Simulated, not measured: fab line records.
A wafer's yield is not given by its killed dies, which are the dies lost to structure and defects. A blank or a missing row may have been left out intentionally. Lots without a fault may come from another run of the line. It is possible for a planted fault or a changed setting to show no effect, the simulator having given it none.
Problem report in the 8D (eight disciplines) form, filled by code    flow n5_finfet    the parts of the form that need people (team, actions taken, sign-off) are left out

1. THE PROBLEM
Mean of spin_speed_rpm at N5_PMOS_HMC_CHANNEL_EPI_COAT_31: 1293.3 rpm across 6 wafers in 2 lots; on wafers with no fault it is 1500.2 rpm (standard deviation 0.81). So: -99 or more standard deviations from the usual mean.
The step: time 60 s, resist thk 66 nm.
Seen first at day 6 23:13 on litho_track-02, wafer L224.1. The record has a number at this step for 34 wafers belonging to 12 lots. By rule, "out" or "out of limits" means more than 4 standard deviations away from the usual mean. The rest of the wafers with a number are treated as sound.

2. WHAT IT IS, AND WHAT IT ISN'T
question                     is                      is not
which readings at this step  spin_speed_rpm          -
which lots                   L224, L225              L203, L204, L205, L206, L207, L208, L210, L213, L214, L216
which wafers of those lots   all that have a number  -
read on which tools          litho_track-02          litho_track-04, litho_track-05
when                         from day 6 23:13        up to then (28 sound wafers)

3. WHAT RULES OUT EACH SUSPECT
Counting: any tool at a process step up to the reading is kept as a suspect provided that every lot that is out went through it and no sound lot did after the first of them.
- litho_track-02 at N5_PMOS_HMC_CHANNEL_EPI_COAT_31 (time 60 s, resist thk 66 nm): kept. Every lot that is out went through it, starting with L224 (day 6 23:13), and after that it ran no sound lot; the last sound lot it ran before then is L214 (day 4 11:01). Its own readings are out on those wafers: spin_speed_rpm.
Remaining after the count: litho_track-02 at N5_PMOS_HMC_CHANNEL_EPI_COAT_31.

4. THE CAUSE (what the simulator had put in)
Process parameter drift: litho_track-02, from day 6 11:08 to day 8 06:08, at N5_PMOS_HMC_CHANNEL_EPI_COAT_31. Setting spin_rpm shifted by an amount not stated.
Counting left only this tool.

5. SEQUENCE OF EFFECTS, ordered by route
One row per reading whose mean, taken over the struck wafers that have a number, lies over 3 standard deviations from the usual. Readings are gone through only where the record gives a usual standard deviation; hours: the median, over the lots, of the time from a lot's start at the first step in this table giving one to that lot's start at this step; sigmas: the change measured in usual standard deviations.
hours  step                             reading         usual       on struck wafers  change  sigmas
0      N5_PMOS_HMC_CHANNEL_EPI_COAT_31  spin_speed_rpm  1500.2 rpm  1293.3            -206.9  -99 or more
Process steps it contains:
- N5_PMOS_HMC_CHANNEL_EPI_COAT_31: time 60 s, resist thk 66 nm.
Later steps that measure or inspect, where all struck wafers having a row at the step show a number for every such reading and not one has moved that far: N5_PMOS_HMC_CHANNEL_EPI_OVL_MEAS_10, N5_BEOL_M4_RC_MEAS_101.

6. HOW IT WOULD HAVE BEEN CAUGHT EARLIER
In this record the first reading out of limits was taken at day 6 23:13, 12 hours after the fault began at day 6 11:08.
